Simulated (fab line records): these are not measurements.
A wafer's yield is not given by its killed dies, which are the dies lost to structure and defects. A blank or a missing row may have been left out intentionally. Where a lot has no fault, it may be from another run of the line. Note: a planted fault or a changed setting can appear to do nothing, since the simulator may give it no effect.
Chamber matching / flow n5_finfet / 4 sister chambers for N5_HKMG_FIN_ALD_71 on ald_metal-02
The step deposits TiN, target thk 1 nm, pulse time 1 s, purge time 3 s. 16 wafers are shown with their chamber, then 8 later ones without.

WAFERS, EACH WITH ITS CHAMBER
wafer=L147.1; chamber=1; heater_power_w (W)=852; precursor_pulse_height_rel=1.019
wafer=L147.4; chamber=3; heater_power_w (W)=890; precursor_pulse_height_rel=0.987
wafer=L147.5; chamber=2; heater_power_w (W)=787; precursor_pulse_height_rel=0.953
wafer=L148.3; chamber=1; heater_power_w (W)=885; precursor_pulse_height_rel=1.025
wafer=L148.5; chamber=2; heater_power_w (W)=780; precursor_pulse_height_rel=1.000
wafer=L148.6; chamber=3; heater_power_w (W)=877; precursor_pulse_height_rel=0.989
wafer=L149.1; chamber=3; heater_power_w (W)=893; precursor_pulse_height_rel=0.983
wafer=L149.2; chamber=0; heater_power_w (W)=870; precursor_pulse_height_rel=1.031
wafer=L149.5; chamber=0; heater_power_w (W)=906; precursor_pulse_height_rel=1.024
wafer=L153.3; chamber=1; heater_power_w (W)=890; precursor_pulse_height_rel=0.986
wafer=L153.5; chamber=1; heater_power_w (W)=841; precursor_pulse_height_rel=1.014
wafer=L153.6; chamber=2; heater_power_w (W)=793; precursor_pulse_height_rel=0.986
wafer=L163.1; chamber=0; heater_power_w (W)=890; precursor_pulse_height_rel=0.983
wafer=L163.2; chamber=3; heater_power_w (W)=863; precursor_pulse_height_rel=0.995
wafer=L163.3; chamber=1; heater_power_w (W)=895; precursor_pulse_height_rel=1.013
wafer=L164.1; chamber=2; heater_power_w (W)=777; precursor_pulse_height_rel=1.008

SIGNATURES (means of the wafers above)
reading=heater_power_w; chamber 0=888.67; chamber 1=872.60; chamber 2=784.25; chamber 3=880.75; scatter within a chamber=17.7
reading=precursor_pulse_height_rel; chamber 0=1.01267; chamber 1=1.01140; chamber 2=0.98675; chamber 3=0.98850; scatter within a chamber=0.0184
Rule: distance of a wafer from a chamber = root of the sum over the readings of ((wafer's reading minus chamber's mean) / reading's scatter) squared. The wafer belongs to the nearest chamber; if the next one is less than 2 further off, it can't be placed. The scatter: take each reading less its chamber's mean, square it, sum over the shown wafers, divide by the number of wafers less the number of chambers, and take the root.

WAFERS WHOSE CHAMBER IS MISSING
wafer=L164.3; heater_power_w (W)=860; precursor_pulse_height_rel=1.052
wafer=L164.5; heater_power_w (W)=892; precursor_pulse_height_rel=0.997
wafer=L165.1; heater_power_w (W)=917; precursor_pulse_height_rel=1.016
wafer=L165.4; heater_power_w (W)=869; precursor_pulse_height_rel=1.025
wafer=L165.5; heater_power_w (W)=909; precursor_pulse_height_rel=0.996
wafer=L166.2; heater_power_w (W)=888; precursor_pulse_height_rel=0.994
wafer=L166.3; heater_power_w (W)=879; precursor_pulse_height_rel=1.004
wafer=L166.6; heater_power_w (W)=917; precursor_pulse_height_rel=0.958

CHAMBER TAKEN BY EACH
wafer=L164.3; from the rows above=can't be placed: 1 or 0 or 3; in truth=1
wafer=L164.5; from the rows above=can't be placed: 3 or 0 or 1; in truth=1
wafer=L165.1; from the rows above=can't be placed: 0 or 1 or 3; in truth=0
wafer=L165.4; from the rows above=can't be placed: 1 or 0 or 3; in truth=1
wafer=L165.5; from the rows above=can't be placed: 0 or 3 or 1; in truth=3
wafer=L166.2; from the rows above=can't be placed: 3 or 0 or 1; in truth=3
wafer=L166.3; from the rows above=can't be placed: 1 or 0 or 3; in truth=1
wafer=L166.6; from the rows above=can't be placed: 3 or 0 or 1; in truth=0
Correctly placed: 0 of 8. Can't be placed from these rows: 8 (the true chamber is among the candidates in 8). Placed wrongly: 0.
